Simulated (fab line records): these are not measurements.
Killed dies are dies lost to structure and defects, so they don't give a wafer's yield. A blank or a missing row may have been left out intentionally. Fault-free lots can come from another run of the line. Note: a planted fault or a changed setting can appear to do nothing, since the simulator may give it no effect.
The tool behind it: which one? / flow nand-harc / Sampling: 12 lots, 36 wafers, 5 of 1302 route steps

WHAT EACH GAUGE READ, for each wafer
NHARC_THIN_TSV_CD_MEAS_12: the cd target is 1000 nm. Usual: 999.7 nm for cd-nm, sd 2.4.
lot=L599; measured=day 24 13:52; on=cd-sem-01; cd-nm (nm)=995.8 999.5 998.2; flag=
lot=L601; measured=day 25 05:01; on=cd-sem-02; cd-nm (nm)=1002.3 997.1 1001.5; flag=
lot=L603; measured=day 25 03:41; on=cd-sem-01; cd-nm (nm)=995.1 996.7 997.4; flag=
lot=L604; measured=day 25 06:05; on=cd-sem-03; cd-nm (nm)=998.9 998.0 1001.7; flag=
lot=L605; measured=day 26 10:54; on=cd-sem-02; cd-nm (nm)=997.5 996.8 998.2; flag=
lot=L607; measured=day 26 23:46; on=cd-sem-02; cd-nm (nm)=1000.6 1000.6 999.9; flag=
lot=L608; measured=day 26 22:33; on=cd-sem-03; cd-nm (nm)=1004.2 1000.5 998.2; flag=
lot=L609; measured=day 28 00:23; on=cd-sem-03; cd-nm (nm)=999.8 1001.5 997.9; flag=
lot=L610; measured=day 28 06:10; on=cd-sem-03; cd-nm (nm)=1000.6 999.2 1005.2; flag=
lot=L613; measured=day 29 08:38; on=cd-sem-01; cd-nm (nm)=1003.3 998.5 1004.9; flag=
lot=L621; measured=day 32 20:58; on=cd-sem-03; cd-nm (nm)=1001.4 1003.9 1002.3; flag=
lot=L622; measured=day 33 11:08; on=cd-sem-02; cd-nm (nm)=996.8 997.5 1000.2; flag=

NHARC_END_SORT_01. Usual: defect-limited-yield 91.6 %, standard deviation 2.4; killed-at-array 52, standard deviation 16; killed-at-other 0.8, standard deviation 0.98; killed-at-periphery 4.2, standard deviation 2.9; killed-dies 57, standard deviation 16; killed-open 3.3, standard deviation 1.9; killed-short 2.5, standard deviation 1.5; sort_bin_2_pct 3.0 %, standard deviation 1; sort_bin_3_pct 0.6 %, standard deviation 0.31; sort_bin_4_pct 4.8 %, standard deviation 1.5; sort-n-pass 620, standard deviation 16; sort-rim-yield-pct 90 %, standard deviation 4.1; sort-yield-pct 91.6 %, standard deviation 2.4.
lot=L613; measured=day 29 23:02; on=prober-01; defect-limited-yield (%)=92.6 91.6 0; killed-at-array=47 54 41; killed-at-other=1 0 632; killed-at-periphery=2 3 4; killed-dies=50 57 677; killed-open=2 5 4; killed-short=2 1 0; sort_bin_2_pct (%)=3.2 2.8 95.3; sort_bin_3_pct (%)=0.3 0.1 0.6; sort_bin_4_pct (%)=3.8 5.5 4.1; sort-n-pass=627 620 0; sort-rim-yield-pct (%)=85 91 0; sort-yield-pct (%)=92.6 91.6 0; flag=OFF

WHAT TOOL EACH LOT RAN ON (gives the tool, then ch and the chambers of the sampled wafers, and finally the start)
lot=L599; NHARC_HYBRID_BOND_ACTIVATE_00=rie-diel-09 ch 0,3, day 24 00:39; NHARC_THIN_TSV_GRIND_00=grinder-01 ch 0, day 24 12:02; NHARC_THIN_TSV_ETCHBACK_48=rie-diel-11 ch 2,3, day 24 16:08
lot=L601; NHARC_HYBRID_BOND_ACTIVATE_00=rie-diel-09 ch 0,1,3, day 24 15:38; NHARC_THIN_TSV_GRIND_00=grinder-01 ch 0, day 25 02:52; NHARC_THIN_TSV_ETCHBACK_48=rie-diel-11 ch 0,3, day 25 07:14
lot=L603; NHARC_HYBRID_BOND_ACTIVATE_00=rie-diel-09 ch 0,1,2, day 24 16:11; NHARC_THIN_TSV_GRIND_00=grinder-01 ch 0, day 25 01:28; NHARC_THIN_TSV_ETCHBACK_48=rie-diel-06 ch 1,2,3, day 25 06:02
lot=L604; NHARC_HYBRID_BOND_ACTIVATE_00=rie-diel-09 ch 1,2, day 24 18:34; NHARC_THIN_TSV_GRIND_00=grinder-01 ch 0, day 25 03:40; NHARC_THIN_TSV_ETCHBACK_48=rie-diel-06 ch 0,2,3, day 25 08:29
lot=L605; NHARC_HYBRID_BOND_ACTIVATE_00=rie-diel-09 ch 1,2, day 26 00:22; NHARC_THIN_TSV_GRIND_00=grinder-01 ch 0, day 26 08:29; NHARC_THIN_TSV_ETCHBACK_48=rie-diel-06 ch 1,2,3, day 26 13:08
lot=L607; NHARC_HYBRID_BOND_ACTIVATE_00=rie-diel-09 ch 1,2, day 26 10:31; NHARC_THIN_TSV_GRIND_00=grinder-01 ch 0, day 26 21:20; NHARC_THIN_TSV_ETCHBACK_48=rie-diel-06 ch 0,2,3, day 27 02:00
lot=L608; NHARC_HYBRID_BOND_ACTIVATE_00=rie-diel-10 ch 0,1, day 26 12:52; NHARC_THIN_TSV_GRIND_00=grinder-01 ch 0, day 26 20:08; NHARC_THIN_TSV_ETCHBACK_48=rie-diel-11 ch 0,1,2, day 27 00:55
lot=L609; NHARC_HYBRID_BOND_ACTIVATE_00=rie-diel-09 ch 1,3, day 27 10:38; NHARC_THIN_TSV_GRIND_00=grinder-01 ch 0, day 27 22:14; NHARC_THIN_TSV_ETCHBACK_48=rie-diel-03 ch 0,3, day 28 02:37
lot=L610; NHARC_HYBRID_BOND_ACTIVATE_00=rie-diel-09 ch 1,2,3, day 27 16:56; NHARC_THIN_TSV_GRIND_00=grinder-01 ch 0, day 28 03:37; NHARC_THIN_TSV_ETCHBACK_48=rie-diel-06 ch 0,1,2, day 28 08:28
lot=L613; NHARC_HYBRID_BOND_ACTIVATE_00=rie-diel-09 ch 1,2, day 28 19:02; NHARC_THIN_TSV_GRIND_00=grinder-01 ch 0, day 29 06:21; NHARC_THIN_TSV_ETCHBACK_48=rie-diel-11 ch 0,1,3, day 29 10:56
lot=L621; NHARC_HYBRID_BOND_ACTIVATE_00=rie-diel-09 ch 1,2, day 32 07:23; NHARC_THIN_TSV_GRIND_00=grinder-01 ch 0, day 32 18:37; NHARC_THIN_TSV_ETCHBACK_48=rie-diel-06 ch 1,2,3, day 32 23:11
lot=L622; NHARC_HYBRID_BOND_ACTIVATE_00=rie-diel-09 ch 0,1,2, day 32 23:00; NHARC_THIN_TSV_GRIND_00=grinder-01 ch 0, day 33 08:37; NHARC_THIN_TSV_ETCHBACK_48=rie-diel-06 ch 1,2,3, day 33 13:22
- NHARC_HYBRID_BOND_ACTIVATE_00: chemistry N2, time 60 s.
- NHARC_THIN_TSV_GRIND_00
- NHARC_THIN_TSV_ETCHBACK_48: etches the open film in C4F8/Ar, target depth 1028.5 nm, time 405.17 s.

AS READ BY THE TOOLS THEMSELVES (means over the sampled wafers that have a number; for cases with no such wafer, the mark the record gives instead)
NHARC_HYBRID_BOND_ACTIVATE_00. Usual: drypump-motor-current-A 5.3 A, standard deviation 0.36; n2-flow-sccm 200.0 sccm, standard deviation 0.61; oes-product-au 1.006 a.u., standard deviation 0.013; rf-vpp-V 64.1 V, standard deviation 0.83; showerhead-plenum-p-Torr 1.78 Torr, standard deviation 0.091.
lot=L599; tool=rie-diel-09; drypump-motor-current-A (A)=5.4; n2-flow-sccm (sccm)=199.4; oes-product-au (a.u.)=1.018; rf-vpp-V (V)=64.0; showerhead-plenum-p-Torr (Torr)=1.82; flag=
lot=L601; tool=rie-diel-09; drypump-motor-current-A (A)=5.2; n2-flow-sccm (sccm)=200.2; oes-product-au (a.u.)=1.013; rf-vpp-V (V)=64.7; showerhead-plenum-p-Torr (Torr)=1.82; flag=
lot=L603; tool=rie-diel-09; drypump-motor-current-A (A)=5.2; n2-flow-sccm (sccm)=200.3; oes-product-au (a.u.)=1.012; rf-vpp-V (V)=63.8; showerhead-plenum-p-Torr (Torr)=1.75; flag=
lot=L604; tool=rie-diel-09; drypump-motor-current-A (A)=5.2; n2-flow-sccm (sccm)=200.1; oes-product-au (a.u.)=1.004; rf-vpp-V (V)=63.2; showerhead-plenum-p-Torr (Torr)=1.74; flag=
lot=L605; tool=rie-diel-09; drypump-motor-current-A (A)=5.0; n2-flow-sccm (sccm)=200.6; oes-product-au (a.u.)=0.992; rf-vpp-V (V)=64.1; showerhead-plenum-p-Torr (Torr)=1.81; flag=
lot=L607; tool=rie-diel-09; drypump-motor-current-A (A)=5.2; n2-flow-sccm (sccm)=200.1; oes-product-au (a.u.)=1.001; rf-vpp-V (V)=63.3; showerhead-plenum-p-Torr (Torr)=1.74; flag=
lot=L608; tool=rie-diel-10; drypump-motor-current-A (A)=5.9; n2-flow-sccm (sccm)=199.7; oes-product-au (a.u.)=0.996; rf-vpp-V (V)=63.7; showerhead-plenum-p-Torr (Torr)=1.74; flag=
lot=L609; tool=rie-diel-09; drypump-motor-current-A (A)=5.1; n2-flow-sccm (sccm)=199.6; oes-product-au (a.u.)=0.994; rf-vpp-V (V)=65.5; showerhead-plenum-p-Torr (Torr)=1.87; flag=
lot=L610; tool=rie-diel-09; drypump-motor-current-A (A)=5.2; n2-flow-sccm (sccm)=199.9; oes-product-au (a.u.)=1.003; rf-vpp-V (V)=64.8; showerhead-plenum-p-Torr (Torr)=1.81; flag=
lot=L613; tool=rie-diel-09; drypump-motor-current-A (A)=5.2; n2-flow-sccm (sccm)=200.4; oes-product-au (a.u.)=1.006; rf-vpp-V (V)=64.0; showerhead-plenum-p-Torr (Torr)=1.74; flag=
lot=L621; tool=rie-diel-09; drypump-motor-current-A (A)=5.0; n2-flow-sccm (sccm)=199.9; oes-product-au (a.u.)=1.000; rf-vpp-V (V)=63.6; showerhead-plenum-p-Torr (Torr)=1.80; flag=
lot=L622; tool=rie-diel-09; drypump-motor-current-A (A)=5.2; n2-flow-sccm (sccm)=200.7; oes-product-au (a.u.)=0.998; rf-vpp-V (V)=63.6; showerhead-plenum-p-Torr (Torr)=1.74; flag=

NHARC_THIN_TSV_GRIND_00. Usual: motor-current-A 11.996 A, standard deviation 0.023; slurry-flow-ml-min 150.0, standard deviation 0.47.
lot=L599; tool=grinder-01; motor-current-A (A)=11.981; slurry-flow-ml-min=150.2; flag=
lot=L601; tool=grinder-01; motor-current-A (A)=12.005; slurry-flow-ml-min=150.2; flag=
lot=L603; tool=grinder-01; motor-current-A (A)=11.980; slurry-flow-ml-min=149.3; flag=
lot=L604; tool=grinder-01; motor-current-A (A)=12.007; slurry-flow-ml-min=150.3; flag=
lot=L605; tool=grinder-01; motor-current-A (A)=11.997; slurry-flow-ml-min=149.8; flag=
lot=L607; tool=grinder-01; motor-current-A (A)=11.992; slurry-flow-ml-min=150.0; flag=
lot=L608; tool=grinder-01; motor-current-A (A)=12.000; slurry-flow-ml-min=150.6; flag=
lot=L609; tool=grinder-01; motor-current-A (A)=11.992; slurry-flow-ml-min=149.8; flag=
lot=L610; tool=grinder-01; motor-current-A (A)=11.971; slurry-flow-ml-min=149.5; flag=
lot=L613; tool=grinder-01; motor-current-A (A)=11.985; slurry-flow-ml-min=150.1; flag=
lot=L621; tool=grinder-01; motor-current-A (A)=12.010; slurry-flow-ml-min=150.1; flag=
lot=L622; tool=grinder-01; motor-current-A (A)=12.003; slurry-flow-ml-min=150.1; flag=

NHARC_THIN_TSV_ETCHBACK_48. Usual: oes-product-au 0.96 a.u., standard deviation 0.034; rf-vpp-V 546 V, standard deviation 3.2.
lot=L599; tool=rie-diel-11; oes-product-au (a.u.)=0.92; rf-vpp-V (V)=547; flag=
lot=L601; tool=rie-diel-11; oes-product-au (a.u.)=0.94; rf-vpp-V (V)=545; flag=
lot=L603; tool=rie-diel-06; oes-product-au (a.u.)=1.01; rf-vpp-V (V)=548; flag=
lot=L604; tool=rie-diel-06; oes-product-au (a.u.)=0.97; rf-vpp-V (V)=545; flag=
lot=L605; tool=rie-diel-06; oes-product-au (a.u.)=0.94; rf-vpp-V (V)=547; flag=
lot=L607; tool=rie-diel-06; oes-product-au (a.u.)=0.93; rf-vpp-V (V)=545; flag=
lot=L608; tool=rie-diel-11; oes-product-au (a.u.)=0.97; rf-vpp-V (V)=549; flag=
lot=L609; tool=rie-diel-03; oes-product-au (a.u.)=1.00; rf-vpp-V (V)=545; flag=
lot=L610; tool=rie-diel-06; oes-product-au (a.u.)=1.00; rf-vpp-V (V)=549; flag=
lot=L613; tool=rie-diel-11; oes-product-au (a.u.)=0.92; rf-vpp-V (V)=547; flag=
lot=L621; tool=rie-diel-06; oes-product-au (a.u.)=0.93; rf-vpp-V (V)=548; flag=
lot=L622; tool=rie-diel-06; oes-product-au (a.u.)=0.93; rf-vpp-V (V)=547; flag=

THE ANSWER, worked out from the rows above alone
Rule: lot off if the mean of its wafers having a number is beyond 3 standard deviations from the usual mean. Also off: a lot with no number at a reading for which 4 or more lots have one. The other lots that the step has rows for count as sound. The gauges are gone through in route order, then the tools' own readings, and for those a lot's mean is taken as printed above. At the first step where some lot is off, the reading lying furthest off is the one used; lots without a number count as furthest.
Off at NHARC_END_SORT_01 (killed-at-other): L613. Neither off nor sound, because the step has no rows for them: L599, L601, L603, L604, L605, L607, L608, L609, L610, L621, L622.
A tool fits if, at a process step before that reading, it ran every lot that is off, and no sound lot after the first of them. The gauges at NHARC_END_SORT_01 are tried like those tools. Can't be told from this: 4 tools fit, rie-diel-09 at NHARC_HYBRID_BOND_ACTIVATE_00, grinder-01 at NHARC_THIN_TSV_GRIND_00, rie-diel-11 at NHARC_THIN_TSV_ETCHBACK_48, prober-01 at NHARC_END_SORT_01.

WHAT THE SIMULATOR HAD PUT IN
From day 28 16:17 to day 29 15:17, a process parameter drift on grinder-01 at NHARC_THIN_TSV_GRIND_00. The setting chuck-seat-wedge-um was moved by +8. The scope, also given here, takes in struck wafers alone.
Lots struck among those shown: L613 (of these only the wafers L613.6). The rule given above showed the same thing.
